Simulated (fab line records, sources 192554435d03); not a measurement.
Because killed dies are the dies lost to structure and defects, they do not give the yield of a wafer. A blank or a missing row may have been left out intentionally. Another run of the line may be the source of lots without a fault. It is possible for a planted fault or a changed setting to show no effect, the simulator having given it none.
fab line records | flow n5Finfet
[record] lots = 24 | wafers = 72 | lastDay = 18
route steps=1938 shown BEOL_M7@1286 BEOL_M8@1347
lots that met no fault: from a run of the same line without faults
startH: hours from the record's first day to the start of the lot's first wafer shown | waitH: hours elapsed since this lot's preceding step | " repeats the value in the row above | L1.1+2: several wafers, shown together as one row | - no value, or no start was given | * or withheld: withheld | < > ~ a bound
route shown NAME@n: names a module that has steps shown in the file, with the first one's number in the route | usual: mean/standard deviation taken from wafers without a fault | same: alike in all rows | chamber/n: place in a boat | sites: the reading at each site | _std_site: standard deviation across them | _edge_site: mean of outer sites minus mean of inner sites | radiusMm: how far each site lies from the wafer's centre | mask NAME#n: copy n | behind: the tool/chamber that last shaped the wafer | hold: what put the lot on hold/how long, in hours/how the hold closed | device: whichever transistor did not switch (one of n, p or np) | end of line: the tests these same wafers got at the end of their route | a step given without rows: its recipe and nothing more | killed: not the wafer's yield, but the dies lost to structure and defects at the first sort | map: a wafer's dies, marking killed ones x, the rest . and places with no die _
set.NAME: setting as actually run; set.NAME@STEP: the setting as run at that earlier step | model.NAME: the simulator's own value behind a step, which no gauge read
route steps across a sampled set of lots; one table per step, one row per wafer
services: when a tool's chamber went out of use (startH, in hours from the record's first day, below 0 if earlier), for how many hours, and the reason
[[steps]]
[step N5_BEOL_M7_CD_MEAS_18]
[recipe] pitchNm = 80 | targetCdNm = 40
[usual] cdNm = 40.2/0.87
lot.wafer | tool     | chamber | startH | waitH | cdNm
L075.3    | cdSem-01 | -       | 180.93 | 0.1   | 39.8
L075.4    | "        | -       | "      | "     | 40.1
L075.6    | "        | -       | "      | "     | 40.2
L076.2    | cdSem-01 | -       | 183.89 | 0.1   | 39.3
L076.4    | "        | -       | "      | "     | 40.5
L076.5    | "        | -       | "      | "     | 40.4
L074.1    | cdSem-03 | -       | 184.43 | 0.0   | 41.4
L074.2    | "        | -       | "      | "     | 41.0
L074.3    | "        | -       | "      | "     | 42.2
L077.3    | cdSem-03 | -       | 197.08 | 0.1   | 39.7
L077.4    | "        | -       | "      | "     | 40.2
L077.6    | "        | -       | "      | "     | 40.8
L078.2    | cdSem-03 | -       | 202.97 | 0.1   | 39.6
L078.4    | "        | -       | "      | "     | 39.3
L078.6    | "        | -       | "      | "     | 39.9
L079.3    | cdSem-02 | -       | 205.90 | 0.1   | 37.6
L079.4    | "        | -       | "      | "     | 39.1
L079.5    | "        | -       | "      | "     | 39.8
L082.1    | cdSem-01 | -       | 266.24 | 0.0   | 40.2
L082.5    | "        | -       | "      | "     | 39.2
L082.6    | "        | -       | "      | "     | 39.8
L080.2    | cdSem-03 | -       | 269.82 | 0.1   | 40.3
L080.3    | "        | -       | "      | "     | 40.4
L080.4    | "        | -       | "      | "     | 39.1
L085.4    | cdSem-01 | -       | 275.27 | 0.1   | 41.0
L085.5    | "        | -       | "      | "     | 41.2
L085.6    | "        | -       | "      | "     | 41.7
L083.2    | cdSem-02 | -       | 279.98 | 0.1   | 40.5
L083.3    | "        | -       | "      | "     | 40.6
L083.4    | "        | -       | "      | "     | 39.8
L086.1    | cdSem-01 | -       | 283.84 | 0.0   | 41.3
L086.3    | "        | -       | "      | "     | 40.7
L086.4    | "        | -       | "      | "     | 41.3
L084.1    | cdSem-02 | -       | 284.10 | 0.0   | 41.4
L084.2    | "        | -       | "      | "     | 41.0
L084.4    | "        | -       | "      | "     | 41.7
L087.3    | cdSem-02 | -       | 285.79 | 0.1   | 38.0
L087.5    | "        | -       | "      | "     | 38.2
L087.6    | "        | -       | "      | "     | 38.6
L088.3    | cdSem-03 | -       | 285.96 | 0.1   | 41.1
L088.5    | "        | -       | "      | "     | 41.6
L088.6    | "        | -       | "      | "     | 40.7
L090.1    | cdSem-02 | -       | 291.67 | 0.0   | 42.2
L090.4    | "        | -       | "      | "     | 40.1
L090.6    | "        | -       | "      | "     | 41.2
L089.3    | cdSem-03 | -       | 291.71 | 0.1   | 40.1
L089.5    | "        | -       | "      | "     | 39.9
L089.6    | "        | -       | "      | "     | 39.6
L091.1    | cdSem-01 | -       | 300.51 | 0.0   | 41.1
L091.3    | "        | -       | "      | "     | 40.1
L091.5    | "        | -       | "      | "     | 39.6
L092.2    | cdSem-01 | -       | 300.77 | 0.1   | 39.8
L092.4    | "        | -       | "      | "     | 39.6
L092.5    | "        | -       | "      | "     | 39.7
L093.2    | cdSem-01 | -       | 313.00 | 0.1   | 39.9
L093.3    | "        | -       | "      | "     | 39.0
L093.4    | "        | -       | "      | "     | 40.3
L094.2    | cdSem-03 | -       | 319.45 | 0.1   | 39.2
L094.4    | "        | -       | "      | "     | 39.2
L094.5    | "        | -       | "      | "     | 40.9
L095.2    | cdSem-02 | -       | 323.29 | 0.1   | 42.0
L095.5    | "        | -       | "      | "     | 41.2
L095.6    | "        | -       | "      | "     | 40.9
L096.2    | cdSem-02 | -       | 334.75 | 0.1   | 40.0
L096.3    | "        | -       | "      | "     | 39.8
L096.5    | "        | -       | "      | "     | 40.4
L081.1    | cdSem-01 | -       | 339.02 | 0.0   | 40.2
L081.4    | "        | -       | "      | "     | 40.8
L081.5    | "        | -       | "      | "     | 40.6
L097.2    | cdSem-02 | -       | 344.06 | 0.1   | 40.8
L097.3    | "        | -       | "      | "     | 39.1
L097.5    | "        | -       | "      | "     | 40.1
[step N5_BEOL_M7_OVL_MEAS_29]
[recipe] pointsPerWafer = 522
[usual] V6_OVL = 0.1/0.67
lot.wafer | tool       | chamber | startH | waitH | V6_OVL[nm]
L075.3    | overlay-01 | 0       | 181.27 | 0.0   | 0.7
L075.4    | "          | 0       | "      | "     | 0.0
L075.6    | "          | 0       | "      | "     | 1.1
L076.2    | overlay-01 | 0       | 184.36 | 0.0   | 0.0
L076.4    | "          | 0       | "      | "     | -0.7
L076.5    | "          | 0       | "      | "     | 0.2
L074.1    | overlay-01 | 0       | 185.90 | 0.0   | -0.9
L074.2    | "          | 0       | "      | "     | 0.6
L074.3    | "          | 0       | "      | "     | -0.3
L077.3    | overlay-01 | 0       | 197.43 | 0.0   | -0.9
L077.4    | "          | 0       | "      | "     | -0.4
L077.6    | "          | 0       | "      | "     | -0.3
L078.2    | overlay-01 | 0       | 203.44 | 0.0   | -1.7
L078.4    | "          | 0       | "      | "     | -0.8
L078.6    | "          | 0       | "      | "     | -1.0
L079.3    | overlay-02 | 0       | 206.25 | 0.0   | -0.2
L079.4    | "          | 0       | "      | "     | 0.6
L079.5    | "          | 0       | "      | "     | 0.8
L082.1    | overlay-02 | 0       | 272.91 | 0.0   | 0.2
L082.5    | "          | 0       | "      | "     | 0.3
L082.6    | "          | 0       | "      | "     | 0.3
L080.2    | overlay-01 | 0       | 275.50 | 0.0   | -0.7
L080.3    | "          | 0       | "      | "     | -1.3
L080.4    | "          | 0       | "      | "     | -0.2
L085.4    | overlay-01 | 0       | 276.01 | 0.0   | 0.4
L085.5    | "          | 0       | "      | "     | 1.4
L085.6    | "          | 0       | "      | "     | 0.4
L083.2    | overlay-01 | 0       | 282.15 | 0.0   | -0.2
L083.3    | "          | 0       | "      | "     | 0.0
L083.4    | "          | 0       | "      | "     | -0.9
L086.1    | overlay-02 | 0       | 284.24 | 0.0   | -1.2
L086.3    | "          | 0       | "      | "     | 0.2
L086.4    | "          | 0       | "      | "     | 0.9
L084.1    | overlay-02 | 0       | 284.48 | 0.0   | 0.8
L084.2    | "          | 0       | "      | "     | -0.1
L084.4    | "          | 0       | "      | "     | -0.1
L087.3    | overlay-01 | 0       | 289.00 | 0.0   | -0.6
L087.5    | "          | 0       | "      | "     | -0.7
L087.6    | "          | 0       | "      | "     | -0.9
L088.3    | overlay-01 | 0       | 289.16 | 0.0   | 1.0
L088.5    | "          | 0       | "      | "     | 0.2
L088.6    | "          | 0       | "      | "     | 1.1
L090.1    | overlay-02 | 0       | 293.02 | 0.0   | 0.0
L090.4    | "          | 0       | "      | "     | 0.2
L090.6    | "          | 0       | "      | "     | 0.0
L089.3    | overlay-01 | 0       | 293.21 | 0.0   | 0.9
L089.5    | "          | 0       | "      | "     | 1.2
L089.6    | "          | 0       | "      | "     | 0.7
L091.1    | overlay-02 | 0       | 301.76 | 0.0   | 0.1
L091.3    | "          | 0       | "      | "     | -0.4
L091.5    | "          | 0       | "      | "     | 0.3
L092.2    | overlay-02 | 0       | 301.95 | 0.0   | 0.3
L092.4    | "          | 0       | "      | "     | 0.7
L092.5    | "          | 0       | "      | "     | -0.4
L093.2    | overlay-02 | 0       | 313.49 | 0.0   | 0.2
L093.3    | "          | 0       | "      | "     | -0.5
L093.4    | "          | 0       | "      | "     | 0.4
L094.2    | overlay-01 | 0       | 320.34 | 0.0   | -1.2
L094.4    | "          | 0       | "      | "     | -0.7
L094.5    | "          | 0       | "      | "     | -1.1
L095.2    | overlay-01 | 0       | 324.61 | 0.0   | 0.3
L095.5    | "          | 0       | "      | "     | 0.7
L095.6    | "          | 0       | "      | "     | -0.1
L096.2    | overlay-02 | 0       | 337.31 | 0.0   | 0.5
L096.3    | "          | 0       | "      | "     | 0.3
L096.5    | "          | 0       | "      | "     | 1.1
L081.1    | overlay-02 | 0       | 341.99 | 0.0   | 0.8
L081.4    | "          | 0       | "      | "     | 0.5
L081.5    | "          | 0       | "      | "     | 1.3
L097.2    | overlay-02 | 0       | 346.15 | 0.0   | -0.5
L097.3    | "          | 0       | "      | "     | -0.5
L097.5    | "          | 0       | "      | "     | -0.4
[step N5_BEOL_M7_CD_MEAS_35]
[recipe] targetCdNm = 40 | polarity = opening
[usual] cdNm = 40.2/0.88
lot.wafer | tool     | chamber | startH | waitH | cdNm
L075.3    | cdSem-02 | -       | 181.94 | 0.0   | 40.1
L075.4    | "        | -       | "      | "     | 40.5
L075.6    | "        | -       | "      | "     | 40.0
L076.2    | cdSem-03 | -       | 185.04 | 0.0   | 39.8
L076.4    | "        | -       | "      | "     | 40.2
L076.5    | "        | -       | "      | "     | 40.1
L074.1    | cdSem-03 | -       | 186.95 | 0.0   | 41.7
L074.2    | "        | -       | "      | "     | 41.1
L074.3    | "        | -       | "      | "     | 42.0
L077.3    | cdSem-03 | -       | 198.37 | 0.0   | 39.4
L077.4    | "        | -       | "      | "     | 39.9
L077.6    | "        | -       | "      | "     | 40.2
L078.2    | cdSem-02 | -       | 204.12 | 0.0   | 39.9
L078.4    | "        | -       | "      | "     | 39.1
L078.6    | "        | -       | "      | "     | 39.8
L079.3    | cdSem-02 | -       | 206.91 | 0.0   | 38.2
L079.4    | "        | -       | "      | "     | 39.1
L079.5    | "        | -       | "      | "     | 40.0
L082.1    | cdSem-03 | -       | 273.58 | 0.0   | 40.4
L082.5    | "        | -       | "      | "     | 39.3
L082.6    | "        | -       | "      | "     | 39.6
L080.2    | cdSem-03 | -       | 276.18 | 0.0   | 39.9
L080.3    | "        | -       | "      | "     | 40.5
L080.4    | "        | -       | "      | "     | 38.8
L085.4    | cdSem-02 | -       | 276.67 | 0.0   | 40.9
L085.5    | "        | -       | "      | "     | 41.3
L085.6    | "        | -       | "      | "     | 41.6
L083.2    | cdSem-01 | -       | 282.82 | 0.0   | 40.7
L083.3    | "        | -       | "      | "     | 40.2
L083.4    | "        | -       | "      | "     | 39.4
L086.1    | cdSem-03 | -       | 284.91 | 0.0   | 41.0
L086.3    | "        | -       | "      | "     | 40.7
L086.4    | "        | -       | "      | "     | 41.2
L084.1    | cdSem-01 | -       | 285.52 | 0.0   | 41.5
L084.2    | "        | -       | "      | "     | 41.6
L084.4    | "        | -       | "      | "     | 41.7
L087.3    | cdSem-02 | -       | 289.66 | 0.0   | 38.0
L087.5    | "        | -       | "      | "     | 37.9
L087.6    | "        | -       | "      | "     | 38.9
L088.3    | cdSem-03 | -       | 289.84 | 0.0   | 40.9
L088.5    | "        | -       | "      | "     | 41.6
L088.6    | "        | -       | "      | "     | 40.7
L090.1    | cdSem-01 | -       | 293.71 | 0.0   | 42.2
L090.4    | "        | -       | "      | "     | 40.0
L090.6    | "        | -       | "      | "     | 41.5
L089.3    | cdSem-02 | -       | 294.16 | 0.0   | 40.3
L089.5    | "        | -       | "      | "     | 40.3
L089.6    | "        | -       | "      | "     | 39.9
L091.1    | cdSem-02 | -       | 302.44 | 0.0   | 41.1
L091.3    | "        | -       | "      | "     | 39.5
L091.5    | "        | -       | "      | "     | 39.3
L092.2    | cdSem-02 | -       | 302.62 | 0.0   | 39.8
L092.4    | "        | -       | "      | "     | 39.3
L092.5    | "        | -       | "      | "     | 39.5
L093.2    | cdSem-01 | -       | 314.41 | 0.0   | 40.3
L093.3    | "        | -       | "      | "     | 39.6
L093.4    | "        | -       | "      | "     | 39.9
L094.2    | cdSem-02 | -       | 321.03 | 0.0   | 39.1
L094.4    | "        | -       | "      | "     | 39.0
L094.5    | "        | -       | "      | "     | 40.3
L095.2    | cdSem-01 | -       | 325.28 | 0.0   | 41.7
L095.5    | "        | -       | "      | "     | 41.1
L095.6    | "        | -       | "      | "     | 41.2
L096.2    | cdSem-01 | -       | 337.99 | 0.0   | 40.1
L096.3    | "        | -       | "      | "     | 39.2
L096.5    | "        | -       | "      | "     | 40.5
L081.1    | cdSem-01 | -       | 342.74 | 0.0   | 40.5
L081.4    | "        | -       | "      | "     | 40.8
L081.5    | "        | -       | "      | "     | 41.1
L097.2    | cdSem-02 | -       | 347.70 | 0.0   | 40.1
L097.3    | "        | -       | "      | "     | 39.1
L097.5    | "        | -       | "      | "     | 39.6
[step N5_BEOL_M7_DEP_56]
[recipe] material = SiCN | targetThkA = 100 | tempC = withheld | precursor = 3MS/NH3 | pressureTorr = 3 | rfW = 202 | timeS = 17.5
[usual] rfFwdPowerW = 199.2/0.83 | showerheadPlenumPTorr = 3.666/0.014 | throttleValvePct = 9.0/0.47
lot.wafer | tool     | chamber | startH | waitH | rfFwdPowerW | showerheadPlenumPTorr | throttleValvePct
L075.3    | pecvd-04 | 0       | 183.75 | 0.0   | 198.9       | 3.666                 | 8.6
L075.4    | "        | 2       | "      | "     | 199.4       | 3.676                 | 8.7
L075.6    | "        | 0       | "      | "     | 198.6       | 3.664                 | 8.4
L076.2    | pecvd-03 | 0       | 187.03 | 0.0   | 198.2       | 3.650                 | 9.3
L076.4    | "        | 1       | "      | "     | 199.4       | 3.644                 | 8.7
L076.5    | "        | 2       | "      | "     | 200.2       | 3.663                 | 8.4
L074.1    | pecvd-03 | 0       | 189.01 | 0.0   | 198.3       | 3.632                 | 8.8
L074.2    | "        | 1       | "      | "     | 200.1       | 3.638                 | 9.1
L074.3    | "        | 2       | "      | "     | 201.0       | 3.672                 | 8.1
L077.3    | pecvd-04 | 1       | 200.28 | 0.0   | 201.0       | 3.682                 | 10.1
L077.4    | "        | 0       | "      | "     | 198.7       | 3.669                 | 8.4
L077.6    | "        | 2       | "      | "     | 200.5       | 3.681                 | 8.6
L078.2    | pecvd-03 | 1       | 206.75 | 0.0   | 199.6       | 3.648                 | 9.0
L078.4    | "        | 2       | "      | "     | 199.3       | 3.688                 | 8.3
L078.6    | "        | 1       | "      | "     | 199.4       | 3.642                 | 8.9
L079.3    | pecvd-02 | 1       | 208.74 | 0.0   | 199.7       | 3.674                 | 9.5
L079.4    | "        | 0       | "      | "     | 197.0       | 3.666                 | 9.5
L079.5    | "        | 1       | "      | "     | 199.7       | 3.661                 | 9.2
L082.1    | pecvd-03 | 2       | 275.94 | 0.0   | 200.5       | 3.674                 | 8.4
L082.5    | "        | 1       | "      | "     | 199.7       | 3.641                 | 8.7
L082.6    | "        | 0       | "      | "     | 198.3       | 3.640                 | 9.1
L080.2    | pecvd-02 | 2       | 279.52 | 0.0   | 200.2       | 3.685                 | 8.7
L080.3    | "        | 1       | "      | "     | 199.1       | 3.664                 | 9.0
L080.4    | "        | 2       | "      | "     | 199.6       | 3.680                 | 8.4
L085.4    | pecvd-03 | 1       | 280.37 | 0.0   | 200.5       | 3.641                 | 8.9
L085.5    | "        | 2       | "      | "     | 199.3       | 3.680                 | 8.3
L085.6    | "        | 0       | "      | "     | 198.4       | 3.640                 | 9.0
L083.2    | pecvd-02 | 1       | 285.24 | 0.0   | 199.3       | 3.669                 | 9.2
L083.3    | "        | 0       | "      | "     | 197.7       | 3.657                 | 9.4
L083.4    | "        | 0       | "      | "     | 199.0       | 3.655                 | 9.0
L086.1    | pecvd-02 | 0       | 287.23 | 0.0   | 198.6       | 3.658                 | 9.1
L086.3    | "        | 1       | "      | "     | 198.7       | 3.666                 | 9.4
L086.4    | "        | 1       | "      | "     | 199.1       | 3.669                 | 9.3
L084.1    | pecvd-02 | 1       | 288.92 | 0.0   | 199.3       | 3.678                 | 9.1
L084.2    | "        | 0       | "      | "     | 198.3       | 3.660                 | 9.3
L084.4    | "        | 2       | "      | "     | 200.6       | 3.682                 | 8.6
L087.3    | pecvd-04 | 1       | 292.55 | 0.0   | 198.8       | 3.671                 | 10.1
L087.5    | "        | 2       | "      | "     | 199.5       | 3.670                 | 8.9
L087.6    | "        | 0       | "      | "     | 199.4       | 3.668                 | 8.3
L088.3    | pecvd-04 | 1       | 292.82 | 0.0   | 200.1       | 3.677                 | 9.7
L088.5    | "        | 2       | "      | "     | 199.7       | 3.667                 | 8.9
L088.6    | "        | 0       | "      | "     | 198.9       | 3.663                 | 8.3
L090.1    | pecvd-02 | 1       | 296.67 | 0.0   | 199.3       | 3.674                 | 9.1
L090.4    | "        | 2       | "      | "     | 200.8       | 3.682                 | 8.5
L090.6    | "        | 1       | "      | "     | 199.2       | 3.685                 | 9.3
L089.3    | pecvd-04 | 0       | 297.50 | 0.0   | 199.4       | 3.667                 | 8.5
L089.5    | "        | 2       | "      | "     | 199.1       | 3.678                 | 9.1
L089.6    | "        | 1       | "      | "     | 198.5       | 3.667                 | 9.9
L091.1    | pecvd-04 | 1       | 304.78 | 0.0   | 199.0       | 3.682                 | 10.0
L091.3    | "        | 0       | "      | "     | 199.6       | 3.669                 | 8.4
L091.5    | "        | 0       | "      | "     | 199.2       | 3.665                 | 8.5
L092.2    | pecvd-02 | 1       | 306.79 | 0.0   | 198.7       | 3.679                 | 9.2
L092.4    | "        | 1       | "      | "     | 198.5       | 3.674                 | 9.1
L092.5    | "        | 0       | "      | "     | 197.9       | 3.658                 | 9.4
L093.2    | pecvd-02 | 0       | 317.26 | 0.0   | 198.6       | 3.655                 | 9.2
L093.3    | "        | 2       | "      | "     | 199.3       | 3.683                 | 8.7
L093.4    | "        | 1       | "      | "     | 198.7       | 3.667                 | 9.0
L094.2    | pecvd-04 | 2       | 323.32 | 0.0   | 199.3       | 3.671                 | 9.0
L094.4    | "        | 2       | "      | "     | 199.4       | 3.671                 | 9.0
L094.5    | "        | 1       | "      | "     | 199.4       | 3.679                 | 10.1
L095.2    | pecvd-03 | 2       | 329.32 | 0.0   | 199.8       | 3.686                 | 8.4
L095.5    | "        | 0       | "      | "     | 198.0       | 3.643                 | 9.4
L095.6    | "        | 2       | "      | "     | 200.0       | 3.684                 | 8.4
L096.2    | pecvd-03 | 2       | 340.29 | 0.0   | 199.2       | 3.676                 | 8.4
L096.3    | "        | 2       | "      | "     | 200.2       | 3.669                 | 8.3
L096.5    | "        | 2       | "      | "     | 200.1       | 3.673                 | 8.3
L081.1    | pecvd-02 | 1       | 346.65 | 0.0   | 200.9       | 3.667                 | 9.3
L081.4    | "        | 0       | "      | "     | 199.1       | 3.661                 | 9.2
L081.5    | "        | 1       | "      | "     | 199.8       | 3.671                 | 9.3
L097.2    | pecvd-04 | 2       | 351.48 | 0.0   | 199.5       | 3.675                 | 8.9
L097.3    | "        | 0       | "      | "     | 198.6       | 3.670                 | 8.8
L097.5    | "        | 2       | "      | "     | 199.4       | 3.673                 | 9.1
[step N5_BEOL_M7_RS_MEAS_57]
[recipe] thkMeasGauge = four-point-probe | reads = Cu_of_BEOL_M7_ECD_50+Co_of_BEOL_M7_CVD_78+TaN_of_BEOL_M7_ALD_77
[usual] M7_RS = 0.285/0.01
lot.wafer | tool         | chamber | startH | waitH | M7_RS[ohm/sq]
L075.3    | filmMetro-02 | -       | 183.82 | 0.1   | 0.278
L075.4    | "            | -       | "      | "     | 0.284
L075.6    | "            | -       | "      | "     | 0.278
L076.2    | filmMetro-02 | -       | 187.10 | 0.1   | 0.291
L076.4    | "            | -       | "      | "     | 0.291
L076.5    | "            | -       | "      | "     | 0.292
L074.1    | filmMetro-01 | -       | 189.08 | 0.1   | 0.282
L074.2    | "            | -       | "      | "     | 0.281
L074.3    | "            | -       | "      | "     | 0.280
L077.3    | filmMetro-01 | -       | 200.35 | 0.1   | 0.271
L077.4    | "            | -       | "      | "     | 0.275
L077.6    | "            | -       | "      | "     | 0.277
L078.2    | filmMetro-01 | -       | 206.82 | 0.1   | 0.309
L078.4    | "            | -       | "      | "     | 0.286
L078.6    | "            | -       | "      | "     | 0.292
L079.3    | filmMetro-02 | -       | 208.81 | 0.1   | 0.286
L079.4    | "            | -       | "      | "     | 0.289
L079.5    | "            | -       | "      | "     | 0.293
L082.1    | filmMetro-01 | -       | 276.01 | 0.1   | 0.292
L082.5    | "            | -       | "      | "     | 0.293
L082.6    | "            | -       | "      | "     | 0.278
L080.2    | filmMetro-02 | -       | 279.59 | 0.1   | 0.294
L080.3    | "            | -       | "      | "     | 0.291
L080.4    | "            | -       | "      | "     | 0.283
L085.4    | filmMetro-02 | -       | 280.43 | 0.0   | 0.292
L085.5    | "            | -       | "      | "     | 0.285
L085.6    | "            | -       | "      | "     | 0.287
L083.2    | filmMetro-01 | -       | 285.31 | 0.1   | 0.275
L083.3    | "            | -       | "      | "     | 0.274
L083.4    | "            | -       | "      | "     | 0.272
L086.1    | filmMetro-01 | -       | 287.30 | 0.1   | 0.303
L086.3    | "            | -       | "      | "     | 0.295
L086.4    | "            | -       | "      | "     | 0.320
L084.1    | filmMetro-02 | -       | 288.99 | 0.1   | 0.305
L084.2    | "            | -       | "      | "     | 0.300
L084.4    | "            | -       | "      | "     | 0.296
L087.3    | filmMetro-01 | -       | 292.62 | 0.1   | 0.296
L087.5    | "            | -       | "      | "     | 0.284
L087.6    | "            | -       | "      | "     | 0.294
L088.3    | filmMetro-01 | -       | 292.89 | 0.1   | 0.285
L088.5    | "            | -       | "      | "     | 0.277
L088.6    | "            | -       | "      | "     | 0.283
L090.1    | filmMetro-02 | -       | 296.74 | 0.1   | 0.285
L090.4    | "            | -       | "      | "     | 0.267
L090.6    | "            | -       | "      | "     | 0.273
L089.3    | filmMetro-02 | -       | 297.57 | 0.1   | 0.280
L089.5    | "            | -       | "      | "     | 0.277
L089.6    | "            | -       | "      | "     | 0.283
L091.1    | filmMetro-02 | -       | 304.85 | 0.1   | 0.272
L091.3    | "            | -       | "      | "     | 0.291
L091.5    | "            | -       | "      | "     | 0.277
L092.2    | filmMetro-02 | -       | 306.86 | 0.1   | 0.287
L092.4    | "            | -       | "      | "     | 0.290
L092.5    | "            | -       | "      | "     | 0.289
L093.2    | filmMetro-01 | -       | 317.33 | 0.1   | 0.277
L093.3    | "            | -       | "      | "     | 0.285
L093.4    | "            | -       | "      | "     | 0.274
L094.2    | filmMetro-02 | -       | 323.39 | 0.1   | 0.276
L094.4    | "            | -       | "      | "     | 0.265
L094.5    | "            | -       | "      | "     | 0.288
L095.2    | filmMetro-01 | -       | 329.41 | 0.1   | 0.281
L095.5    | "            | -       | "      | "     | 0.280
L095.6    | "            | -       | "      | "     | 0.285
L096.2    | filmMetro-01 | -       | 340.38 | 0.1   | 0.284
L096.3    | "            | -       | "      | "     | 0.276
L096.5    | "            | -       | "      | "     | 0.284
L081.1    | filmMetro-01 | -       | 346.71 | 0.1   | 0.285
L081.4    | "            | -       | "      | "     | 0.299
L081.5    | "            | -       | "      | "     | 0.268
L097.2    | filmMetro-01 | -       | 351.56 | 0.1   | 0.276
L097.3    | "            | -       | "      | "     | 0.279
L097.5    | "            | -       | "      | "     | 0.272
[step N5_BEOL_M8_INSPECT_13]
[recipe] mode = adi | inspectInstrument = brightfield
[usual] rawDefectCount = 407/95
lot.wafer | tool             | chamber | startH | waitH | rawDefectCount
L075.3    | defectInspect-02 | -       | 185.39 | 0.0   | 370
L075.4    | "                | -       | "      | "     | 331
L075.6    | "                | -       | "      | "     | 381
L076.2    | defectInspect-01 | -       | 188.51 | 0.0   | 390
L076.4    | "                | -       | "      | "     | 423
L076.5    | "                | -       | "      | "     | 498
L074.1    | defectInspect-01 | -       | 190.98 | 0.0   | 370
L074.2    | "                | -       | "      | "     | 286
L074.3    | "                | -       | "      | "     | 353
L077.3    | defectInspect-01 | -       | 201.57 | 0.0   | 343
L077.4    | "                | -       | "      | "     | 332
L077.6    | "                | -       | "      | "     | 351
L078.2    | defectInspect-01 | -       | 207.99 | 0.0   | 281
L078.4    | "                | -       | "      | "     | 275
L078.6    | "                | -       | "      | "     | 400
L079.3    | defectInspect-01 | -       | 210.80 | 0.0   | 449
L079.4    | "                | -       | "      | "     | 366
L079.5    | "                | -       | "      | "     | 373
L082.1    | defectInspect-02 | -       | 279.67 | 0.0   | 414
L082.5    | "                | -       | "      | "     | 446
L082.6    | "                | -       | "      | "     | 374
L080.2    | defectInspect-01 | -       | 280.75 | 0.0   | 408
L080.3    | "                | -       | "      | "     | 365
L080.4    | "                | -       | "      | "     | 416
L085.4    | defectInspect-01 | -       | 283.14 | 0.0   | 332
L085.5    | "                | -       | "      | "     | 273
L085.6    | "                | -       | "      | "     | 343
L083.2    | defectInspect-01 | -       | 288.11 | 0.0   | 376
L083.3    | "                | -       | "      | "     | 299
L083.4    | "                | -       | "      | "     | 335
L086.1    | defectInspect-01 | -       | 290.25 | 0.0   | 368
L086.3    | "                | -       | "      | "     | 382
L086.4    | "                | -       | "      | "     | 511
L084.1    | defectInspect-02 | -       | 290.53 | 0.0   | 356
L084.2    | "                | -       | "      | "     | 306
L084.4    | "                | -       | "      | "     | 418
L087.3    | defectInspect-02 | -       | 294.25 | 0.0   | 460
L087.5    | "                | -       | "      | "     | 531
L087.6    | "                | -       | "      | "     | 477
L088.3    | defectInspect-01 | -       | 294.41 | 0.0   | 373
L088.5    | "                | -       | "      | "     | 310
L088.6    | "                | -       | "      | "     | 317
L090.1    | defectInspect-02 | -       | 299.86 | 0.0   | 298
L090.4    | "                | -       | "      | "     | 359
L090.6    | "                | -       | "      | "     | 353
L089.3    | defectInspect-01 | -       | 300.27 | 0.0   | 400
L089.5    | "                | -       | "      | "     | 493
L089.6    | "                | -       | "      | "     | 326
L091.1    | defectInspect-02 | -       | 306.66 | 0.0   | 414
L091.3    | "                | -       | "      | "     | 551
L091.5    | "                | -       | "      | "     | 450
L092.2    | defectInspect-01 | -       | 311.23 | 0.0   | 385
L092.4    | "                | -       | "      | "     | 456
L092.5    | "                | -       | "      | "     | 323
L093.2    | defectInspect-01 | -       | 319.34 | 0.0   | 251
L093.3    | "                | -       | "      | "     | 331
L093.4    | "                | -       | "      | "     | 334
L094.2    | defectInspect-01 | -       | 325.53 | 0.0   | 544
L094.4    | "                | -       | "      | "     | 371
L094.5    | "                | -       | "      | "     | 470
L095.2    | defectInspect-01 | -       | 331.15 | 0.0   | 444
L095.5    | "                | -       | "      | "     | 473
L095.6    | "                | -       | "      | "     | 587
L096.2    | defectInspect-01 | -       | 343.52 | 0.0   | 509
L096.3    | "                | -       | "      | "     | 696
L096.5    | "                | -       | "      | "     | 519
L081.1    | defectInspect-02 | -       | 349.59 | 0.0   | 402
L081.4    | "                | -       | "      | "     | 298
L081.5    | "                | -       | "      | "     | 485
L097.2    | defectInspect-01 | -       | 355.59 | 0.0   | 375
L097.3    | "                | -       | "      | "     | 539
L097.5    | "                | -       | "      | "     | 310
[[services]]
tool     | chamber | startH | hours | kind
pecvd-04 | 2       | 164.70 | 2.1   | scheduledDown
pecvd-04 | 1       | 173.69 | 4.9   | repair
pecvd-04 | -       | 177.58 | 2.6   | repair
pecvd-02 | 2       | 185.99 | 5.5   | scheduledDown
pecvd-02 | 2       | 196.13 | 23.6  | repair
pecvd-02 | 2       | 250.05 | 17.9  | repair
pecvd-03 | -       | 258.91 | 2.8   | pm
pecvd-02 | 0       | 271.09 | 5.5   | scheduledDown
pecvd-03 | -       | 284.92 | 28.1  | pm
pecvd-03 | 2       | 320.47 | 5.5   | scheduledDown
pecvd-03 | 1       | 326.76 | -     | clean
pecvd-03 | 1       | 326.76 | 29.5  | scheduledDown
pecvd-03 | 1       | 326.76 | 29.5  | ventCycle
pecvd-02 | 1       | 333.00 | 5.5   | scheduledDown
pecvd-04 | -       | 346.76 | 2.3   | repair
[[key]]
fault none
